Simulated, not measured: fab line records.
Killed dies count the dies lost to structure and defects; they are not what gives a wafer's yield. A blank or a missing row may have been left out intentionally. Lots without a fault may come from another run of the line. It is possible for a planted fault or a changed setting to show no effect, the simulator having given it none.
What tool caused it? / flow n5_finfet / 36 wafers from 12 lots sampled at 2 of the route's 1938 steps

WHAT THE GAUGES SHOWED, per wafer
N5_BEOL_M9_OVL_MEAS_12.
lot=L075; measured=day 11 21:17; on=overlay-01; M9_OVL (nm)=1.2 0.5 0.6
lot=L076; measured=day 12 05:43; on=overlay-01; M9_OVL (nm)=-1.0 -1.3 -1.2
lot=L079; measured=day 12 15:49; on=overlay-02; M9_OVL (nm)=0.7 0.4 1.6
lot=L082; measured=day 13 04:19; on=overlay-02; M9_OVL (nm)=-0.7 0.3 -0.6
lot=L081; measured=day 13 18:10; on=overlay-01; M9_OVL (nm)=0.1 0.8 -0.3
lot=L085; measured=day 14 06:02; on=overlay-02; M9_OVL (nm)=0.6 0.1 0.4
lot=L087; measured=day 14 23:17; on=overlay-01; M9_OVL (nm)=-0.2 -0.8 0.1
lot=L086; measured=day 15 07:14; on=overlay-02; M9_OVL (nm)=-1.4 -0.8 -1.0
lot=L093; measured=day 16 00:23; on=overlay-02; M9_OVL (nm)=-0.7 -0.6 -0.6
lot=L090; measured=day 16 08:13; on=overlay-01; M9_OVL (nm)=-0.1 -0.1 -0.4
lot=L096; measured=day 17 00:25; on=overlay-01; M9_OVL (nm)=-1.8 -1.2 -1.3
lot=L095; measured=day 17 17:27; on=overlay-02; M9_OVL (nm)=0.2 0.6 -0.9

WHAT TOOL EACH LOT RAN ON (gives the tool, then ch and the chambers of the sampled wafers, and finally the start)
lot=L075; N5_BEOL_M8_CMP_52=cmp-03 ch 1,2, day 11 18:19
lot=L076; N5_BEOL_M8_CMP_52=cmp-04 ch 1,2,3, day 12 03:52
lot=L079; N5_BEOL_M8_CMP_52=cmp-04 ch 1,2,3, day 12 12:16
lot=L082; N5_BEOL_M8_CMP_52=cmp-04 ch 0,1, day 13 01:30
lot=L081; N5_BEOL_M8_CMP_52=cmp-04 ch 0,1,3, day 13 14:13
lot=L085; N5_BEOL_M8_CMP_52=cmp-01 ch 0,2,3, day 14 02:33
lot=L087; N5_BEOL_M8_CMP_52=cmp-01 ch 0,2,3, day 14 20:23
lot=L086; N5_BEOL_M8_CMP_52=cmp-03 ch 0,3, day 15 05:25
lot=L093; N5_BEOL_M8_CMP_52=cmp-03 ch 0,2,3, day 15 22:24
lot=L090; N5_BEOL_M8_CMP_52=cmp-01 ch 1,3, day 16 05:12
lot=L096; N5_BEOL_M8_CMP_52=cmp-04 ch 0,2,3, day 16 18:44
lot=L095; N5_BEOL_M8_CMP_52=cmp-04 ch 0,1,3, day 17 11:32
- N5_BEOL_M8_CMP_52: polishes, stops on SiCOH lowk, t overpolish 6.9 s, target thk 80 nm.

THE ANSWER, worked out from the rows above alone
Rule: usual is defined by the lots themselves. The widest of any qualifying gaps counts: lots, ordered by their means at a reading, are off when they make up no more than a third of the lots, leave a main group of 4 or more, and stand apart from it by 3 or more times the standard deviation of that group's means. If all means in a main group match to the digits the tables above print for the reading, that group is not used. A lot without any number at a reading at which 4 lots or more have one is off too. Any other lot the step has rows for is counted as sound.
No lot is off on any of the readings shown, so nothing can be concluded from this.

WHAT THE SIMULATOR HAD INSERTED
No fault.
